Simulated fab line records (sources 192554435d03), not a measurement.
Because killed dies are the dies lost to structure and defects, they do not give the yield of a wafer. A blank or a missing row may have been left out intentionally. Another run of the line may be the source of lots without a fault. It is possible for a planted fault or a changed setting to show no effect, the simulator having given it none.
fab line records	flow n5_finfet
record: lots: 6	wafers: 18	last_day: 17
route steps=1938 shown MIM_BOT_ETCH@1867 PASS1_CAP@1873 TV_LITHO@1875
lots that met no fault: from a run of the same line without faults
start_h: hours from the record's first day to the start of the lot's first wafer shown	wait_h: time in hours since the lot's previous step	" same as the row above	L1.1+2: several wafers, shown together as one row	- either no value or no given start	* or withheld: withheld	< > ~ a bound
route shown NAME@n: names a module that has steps shown in the file, with the first one's number in the route	usual: average and standard deviation across the fault-free wafers	same: alike in all rows	chamber/n: place in a boat	sites: readings site by site	_std_site: the standard deviation of these	_edge_site: inner sites' mean taken away from outer sites' mean	radius_mm: how far each site lies from the wafer's centre	mask NAME#n: copy n	behind: the most recent tool/chamber to have shaped the wafer	hold: why the lot was held/for how many hours/how that ended	device: the n, p or np transistor that did not switch	end of line: the same wafers' tests at the end of the route	a step with no rows: only its recipe	killed: count of dies lost to structure and defects at first sort (not the wafer's yield)	map: a wafer's dies, marking killed ones x, the rest . and places with no die _
set.NAME: the setting the step ran with; set.NAME@STEP: the setting that earlier step ran with	model.NAME: the simulator's own value behind a step, which no gauge read
certain route steps with their lots: each step a table, each wafer a row
services: a tool's chamber out of use, with start hour (start_h, from the record's first day; less than 0 if before it), hours out, and reason
== steps ==
step: N5_MIM_BOT_ETCH_ETCH_03
recipe: chemistry: Cl2/BCl3	target_depth_a: 120	pressure_mtorr: 8	icp_w: 800	bias_w: 100	Cl2_flow_sccm: 20	bcl3_flow_sccm: 80
usual: drypump_motor_current_A: 5.86/0.2	mfc_cl2_sccm: 20.01/0.064	oes_product_au: 0.79/0.038	rf_fwd_power_W: 795/3.2	throttle_valve_pct: 27.8/0.49
lot.wafer	tool	chamber	start_h	wait_h	drypump_motor_current_A	mfc_cl2_sccm	oes_product_au	rf_fwd_power_W	rf_hours_counter_h	throttle_valve_pct
L941.1	rie_metal-02	0	266.11	0.1	6.03	20.06	0.85	789	15	27.5
L941.3	"	0	"	"	6.03	20.05	0.85	791	-	27.5
L941.4	"	1	"	"	5.85	19.95	0.82	794	-	28.5
L942.1	rie_metal-03	1	272.52	0.1	5.83	20.00	0.78	798	44	27.7
L942.2	"	0	"	"	5.82	20.02	0.78	800	61	27.5
L942.6	"	1	"	"	5.82	20.04	0.79	793	-	27.7
L948.1	rie_metal-02	1	304.16	0.1	5.90	19.86	0.82	799	43	28.5
L948.3	"	0	"	"	6.04	20.07	0.83	794	-	27.5
L948.6	"	0	"	"	6.02	19.89	0.83	796	-	27.5
L951.1	rie_metal-01	1	333.74	0.1	5.25	20.02	0.70	800	69	27.7
L951.4	"	1	"	"	5.23	20.02	0.71	794	-	27.7
L951.5	"	0	"	"	5.94	20.03	0.74	791	-	27.2
L956.1	rie_metal-02	0	361.82	0.1	6.02	20.09	0.81	791	25	27.5
L956.4	"	0	"	"	6.04	20.13	0.81	791	-	27.5
L956.6	"	0	"	"	6.03	20.00	0.81	790	-	27.5
L962.2	rie_metal-02	0	396.85	0.1	6.01	20.02	0.80	792	29	27.5
L962.3	"	0	"	"	6.00	19.93	0.80	792	-	27.5
L962.5	"	1	"	"	5.85	19.92	0.80	793	-	28.6
step: N5_MIM_BOT_ETCH_ETCH_00
recipe: chemistry: Cl2/BCl3	target: TiN	target_depth_a: 455	ion_energy_ev: 150	pressure_mtorr: 10	icp_w: 1000	bias_w: 126	Cl2_flow_sccm: 53.25	bcl3_flow_sccm: 21.75	Ar_flow_sccm: 25
usual: drypump_motor_current_A: 5.86/0.21	mfc_cl2_sccm: 53.24/0.16	oes_ar_750_au: 0.78/0.036	oes_product_au: 0.78/0.038	rf_fwd_power_W: 996/3.9	throttle_valve_pct: 22.0/0.38
lot.wafer	tool	chamber	start_h	wait_h	drypump_motor_current_A	mfc_cl2_sccm	oes_ar_750_au	oes_product_au	rf_fwd_power_W	rf_hours_counter_h	throttle_valve_pct
L941.1	rie_metal-02	0	266.20	0.1	6.00	53.07	0.83	0.84	988	15	21.7
L941.3	"	0	"	"	6.00	53.12	0.83	0.85	991	-	21.7
L941.4	"	1	"	"	5.89	53.03	0.83	0.82	999	-	22.6
L942.1	rie_metal-03	1	272.61	0.1	5.83	53.24	0.79	0.78	995	45	22.1
L942.2	"	0	"	"	5.77	53.11	0.80	0.77	996	61	21.8
L942.6	"	1	"	"	5.83	53.11	0.78	0.78	997	-	22.1
L948.1	rie_metal-02	1	304.25	0.1	5.88	53.03	0.81	0.82	995	43	22.5
L948.3	"	0	"	"	6.02	53.30	0.81	0.84	993	-	21.7
L948.6	"	0	"	"	6.01	53.27	0.81	0.84	999	-	21.7
L951.1	rie_metal-01	1	333.83	0.1	5.23	53.55	0.70	0.70	996	69	22.1
L951.4	"	1	"	"	5.22	53.42	0.70	0.69	993	-	22.0
L951.5	"	0	"	"	5.96	53.32	0.72	0.73	996	-	21.6
L956.1	rie_metal-02	0	361.91	0.1	6.01	53.15	0.80	0.80	993	25	21.7
L956.4	"	0	"	"	6.02	52.94	0.79	0.80	993	-	21.7
L956.6	"	0	"	"	6.05	52.98	0.79	0.80	988	-	21.7
L962.2	rie_metal-02	0	396.94	0.1	6.01	53.23	0.79	0.79	993	29	21.7
L962.3	"	0	"	"	6.01	53.24	0.78	0.79	995	-	21.7
L962.5	"	1	"	"	5.86	53.22	0.79	0.80	997	-	22.6
step: N5_MIM_BOT_ETCH_STRIP_01
recipe: chemistry: O2	power_w: 600	temp_c: 60	pressure_mtorr: 30	rf_frequency_hz: 6e+07	bias_power_w: 0	overash_fraction: 0.5	o2_flow_sccm: 225
usual: drypump_motor_current_A: 5.5/0.51	oes_product_au: 0.84/0.069	rf_vpp_V: 3.6/1.3	showerhead_plenum_p_Torr: 2.08/0.05	throttle_valve_pct: 16.68/0.15
lot.wafer	tool	chamber	start_h	wait_h	drypump_motor_current_A	oes_product_au	rf_hours_counter_h	rf_vpp_V	showerhead_plenum_p_Torr	throttle_valve_pct
L941.1	rie_diel-03	1	266.34	0.1	5.9	0.87	48	3.8	2.05	16.63
L941.3	"	0	"	"	6.3	0.93	33	3.7	2.04	16.69
L941.4	"	3	"	"	5.5	0.89	17	5.3	2.15	16.61
L942.1	rie_diel-03	2	272.75	0.1	5.8	0.82	77	4.2	2.14	16.55
L942.2	"	1	"	"	5.9	0.88	51	3.6	2.05	16.65
L942.6	"	1	"	"	5.9	0.85	-	2.8	2.05	16.65
L948.1	rie_diel-05	3	304.39	0.1	6.1	0.67	245	7.5	2.08	17.05
L948.3	"	0	"	"	5.9	0.82	89	3.3	2.01	16.72
L948.6	"	0	"	"	5.9	0.81	-	4.2	2.01	16.64
L951.1	rie_diel-03	1	333.97	0.1	5.9	0.85	69	5.9	2.04	16.71
L951.4	"	2	"	"	5.8	0.82	101	1.5	2.14	16.64
L951.5	"	3	"	"	5.5	0.86	-	3.1	2.14	16.67
L956.1	rie_diel-05	0	362.28	0.3	5.9	0.80	107	1.6	2.01	16.73
L956.4	"	1	"	"	5.1	0.79	103	3.4	2.11	16.62
L956.6	"	0	"	"	5.9	0.81	-	1.0	2.01	16.76
L962.2	rie_diel-06	1	397.53	0.5	5.9	0.86	50	2.6	2.04	16.75
L962.3	"	2	"	"	4.7	0.84	72	5.0	2.05	16.81
L962.5	"	3	"	"	4.8	0.92	-	2.4	2.16	16.64
step: N5_MIM_BOT_ETCH_STRIP_02
recipe: chemistry: post_etch_residue_remover	time_s: 1200	temp_c: 72.5
step: N5_MIM_BOT_ETCH_CLEAN_05
recipe: chemistry: IPA	time_s: 180	temp_c: 25
step: N5_MIM_BOT_ETCH_SRD_06
recipe: dry: ipa_marangoni	time_s: 30	temp_c: 23	rinse_liquid: diw
step: N5_PASSIVATION_PECVD_55
recipe: material: SiO2	target_thk_a: 4000	temp_c: 400	precursor: SiH4/N2O	pressure_torr: 2.7	rf_w: 608	time_s: 22.5
usual: heater_power_w: 642/93	rf_fwd_power_W: 599.7/2.7	showerhead_plenum_p_Torr: 8.21/0.11	throttle_valve_pct: 51.3/2.4
lot.wafer	tool	chamber	start_h	wait_h	heater_power_w	rf_fwd_power_W	showerhead_plenum_p_Torr	throttle_valve_pct
L941.1	pecvd-02	1	266.88	0.0	658	597.0	8.14	54.2
L941.3	"	1	"	"	668	601.1	8.15	54.4
L941.4	"	0	"	"	639	598.4	8.31	48.6
L942.1	pecvd-01	2	273.25	0.0	641	606.2	8.32	49.3
L942.2	"	0	"	"	734	598.9	8.18	51.1
L942.6	"	1	"	"	650	602.5	8.14	49.9
L948.1	pecvd-04	2	304.89	0.0	598	597.8	8.11	57.8
L948.3	"	1	"	"	589	602.2	7.91	53.4
L948.6	"	1	"	"	604	602.3	7.91	53.8
L951.1	pecvd-02	0	334.51	0.0	667	601.6	8.31	49.2
L951.4	"	0	"	"	704	600.8	8.35	49.2
L951.5	"	2	"	"	583	602.2	8.34	50.6
L956.1	pecvd-01	2	362.81	0.0	574	600.6	8.29	49.6
L956.4	"	1	"	"	610	603.3	8.13	50.1
L956.6	"	2	"	"	583	600.5	8.30	50.0
L962.2	pecvd-01	0	398.03	0.0	584	600.5	8.19	51.1
L962.3	"	2	"	"	609	598.5	8.33	50.3
L962.5	"	1	"	"	638	598.7	8.12	49.8
step: N5_PASSIVATION_PECVD_01
recipe: material: SiNx	target_thk_a: 2000	temp_c: 400	precursor: SiH4/NH3/N2	pressure_torr: 4.9	rf_w: 1406	time_s: 43.2
usual: heater_power_w: 364/92	rf_fwd_power_W: 1392/5.1	showerhead_plenum_p_Torr: 8.71/0.075	throttle_valve_pct: 29.0/1.4
lot.wafer	tool	chamber	start_h	wait_h	heater_power_w	rf_fwd_power_W	showerhead_plenum_p_Torr	throttle_valve_pct
L941.1	pecvd-02	1	266.93	0.0	329	1393	8.69	30.6
L941.3	"	1	"	"	339	1400	8.67	30.8
L941.4	"	0	"	"	422	1397	8.81	27.5
L942.1	pecvd-01	2	273.29	0.0	307	1396	8.76	27.9
L942.2	"	0	"	"	340	1388	8.71	29.0
L942.6	"	1	"	"	301	1386	8.64	28.2
L948.1	pecvd-04	2	304.93	0.0	379	1394	8.65	32.7
L948.3	"	1	"	"	310	1399	8.51	30.2
L948.6	"	1	"	"	321	1392	8.51	30.5
L951.1	pecvd-02	0	334.56	0.0	405	1394	8.78	28.0
L951.4	"	0	"	"	404	1386	8.78	27.7
L951.5	"	2	"	"	326	1399	8.79	28.6
L956.1	pecvd-01	2	362.84	0.0	294	1400	8.77	28.3
L956.4	"	1	"	"	277	1390	8.64	28.1
L956.6	"	2	"	"	306	1397	8.77	28.1
L962.2	pecvd-01	0	398.07	0.0	405	1384	8.69	28.9
L962.3	"	2	"	"	358	1394	8.78	28.2
L962.5	"	1	"	"	303	1395	8.69	28.4
step: N5_PASSIVATION_HMDS_03
recipe: time_s: 60	temp_c: 120
step: N5_PASSIVATION_COAT_04
recipe: spin_rpm: *	resist_thk_nm: *
step: N5_PASSIVATION_EBR_06
recipe: solvent: PGMEA	ebr_width_mm: 1.5
step: N5_PASSIVATION_SOFTBAKE_05
recipe: temp_c: 100	time_s: 90
step: N5_PASSIVATION_EXPOSE_07
recipe: mask_id: TV	na: 0.55	source_shape: conventional	sigma_outer: 0.8	polarization: unpolarized	defocus_nm: 0	target_cd_nm: 3000	dose_mj: 22.75
usual: exposure_dose_mJ_cm2: 22.749/0.022
same: sigma_outer: 0.8
lot.wafer	tool	chamber	start_h	wait_h	mask	exposure_dose_mJ_cm2
L941.1	krf_scanner-02	0	267.26	-	TV#0	22.770
L941.3	"	0	"	"	TV#0	22.748
L941.4	"	0	"	"	TV#0	22.763
L942.1	krf_scanner-01	0	276.22	-	TV#0	22.754
L942.2	"	0	"	"	TV#0	22.778
L942.6	"	0	"	"	TV#0	22.773
L948.1	krf_scanner-02	0	307.58	-	TV#0	21.673
L948.3	"	0	"	"	TV#0	21.681
L948.6	"	0	"	"	TV#0	21.698
L951.1	krf_scanner-02	0	335.39	-	TV#0	21.725
L951.4	"	0	"	"	TV#0	21.706
L951.5	"	0	"	"	TV#0	21.726
L956.1	krf_scanner-01	0	364.07	-	TV#0	22.722
L956.4	"	0	"	"	TV#0	22.785
L956.6	"	0	"	"	TV#0	22.760
L962.2	krf_scanner-01	0	398.44	-	TV#0	22.766
L962.3	"	0	"	"	TV#0	22.762
L962.5	"	0	"	"	TV#0	22.749
step: N5_PASSIVATION_PEB_08
recipe: peb_temp_c: withheld	peb_time_s: *
step: N5_PASSIVATION_DEVELOP_09
recipe: develop_time_s: 60	rinse_liquid: diw	dry: air_spin	dev_temp_c: 21
step: N5_PASSIVATION_HARDBAKE_11
recipe: temp_c: 130	time_s: 120
step: N5_PASSIVATION_CD_MEAS_10
recipe: target_cd_nm: 3000	landing_energy_ev: 500	detector: se_inlens
usual: cd_nm: 2997.6/2.8
lot.wafer	tool	chamber	start_h	wait_h	cd_nm
L941.1	cd_sem-03	0	267.44	-	2997.3
L941.3	"	0	"	"	2998.2
L941.4	"	0	"	"	2999.1
L942.1	cd_sem-02	0	276.39	-	2994.2
L942.2	"	0	"	"	2994.7
L942.6	"	0	"	"	2999.0
L948.1	cd_sem-03	0	307.76	-	2987.9
L948.3	"	0	"	"	2988.6
L948.6	"	0	"	"	2989.8
L951.1	cd_sem-01	0	335.56	-	2984.4
L951.4	"	0	"	"	2982.3
L951.5	"	0	"	"	2987.6
L956.1	cd_sem-03	0	364.25	-	2996.4
L956.4	"	0	"	"	2995.7
L956.6	"	0	"	"	2996.6
L962.2	cd_sem-03	0	398.61	-	2997.3
L962.3	"	0	"	"	2997.8
L962.5	"	0	"	"	3001.7
step: N5_PASSIVATION_OVL_MEAS_60
recipe: points_per_wafer: 44
usual: TV_OVL: 0/5.3
lot.wafer	tool	chamber	start_h	wait_h	TV_OVL[nm]
L941.1	overlay-01	0	267.47	0.0	1
L941.3	"	0	"	"	7
L941.4	"	0	"	"	3
L942.1	overlay-02	0	276.42	0.0	-4
L942.2	"	0	"	"	-15
L942.6	"	0	"	"	-6
L948.1	overlay-01	0	307.79	0.0	-7
L948.3	"	0	"	"	1
L948.6	"	0	"	"	2
L951.1	overlay-02	0	335.59	0.0	2
L951.4	"	0	"	"	1
L951.5	"	0	"	"	7
L956.1	overlay-01	0	364.28	0.0	4
L956.4	"	0	"	"	-4
L956.6	"	0	"	"	2
L962.2	overlay-01	0	398.64	0.0	0
L962.3	"	0	"	"	-5
L962.5	"	0	"	"	-1
== services ==
tool	chamber	start_h	hours	kind
pecvd-04	0	247.73	2.1	scheduled_down
pecvd-02	2	262.76	15.1	repair
krf_scanner-01	-	266.22	1.3	pm
pecvd-02	-	268.90	14.6	pm
krf_scanner-02	-	270.14	0.8	pm
krf_scanner-02	0	281.66	-	calibration
rie_metal-01	-	281.69	1.1	repair
pecvd-04	1	292.16	6.6	repair
krf_scanner-01	0	308.82	-	calibration
pecvd-04	-	320.93	1.3	repair
rie_diel-05	3	321.96	-	clean
rie_metal-03	0	323.04	36.5	repair
krf_scanner-01	-	324.94	4.0	pm
krf_scanner-01	-	329.20	1.0	pm
krf_scanner-02	-	330.20	1.0	pm
pecvd-02	1	333.32	4.9	repair
rie_metal-02	-	355.62	2.8	pm
pecvd-02	1	360.59	10.1	repair
krf_scanner-02	-	361.61	3.6	pm
pecvd-01	1	369.82	2.1	scheduled_down
krf_scanner-02	-	371.98	0.1	repair
rie_diel-03	2	393.81	1.2	repair
krf_scanner-02	-	396.09	0.8	repair
krf_scanner-02	-	397.99	1.3	pm
== key ==
first_sign: step: N5_PASSIVATION_EXPOSE_07	reading: exposure_dose_mJ_cm2	direction: down	sigmas: 47	usual: 22.749	struck: 21.701
effect: step: N5_PASSIVATION_CD_MEAS_10	reading: cd_nm	direction: down	sigmas: 3.9	usual: 2997.6	struck: 2986.7
met_at N5_PASSIVATION_EXPOSE_07
struck_wafers L948.1,L948.3,L948.6,L951.1,L951.4,L951.5
baseline_loss: step: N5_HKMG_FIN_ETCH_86	wafers: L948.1
onset_between 267.26 307.58
fault: kind: process_parameter_drift	tool: krf_scanner-02	chamber: -	onset_h: 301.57	steps: N5_PASSIVATION_EXPOSE_07	channel: dose_mj	offset: -1.0293	shape: step	acts_in: these_recipes_only	stated: 22.75
baseline_loss: these wafers lose ten dies or more at that step, a loss of the line's own and not of a fault; the sort's usual values leave them out
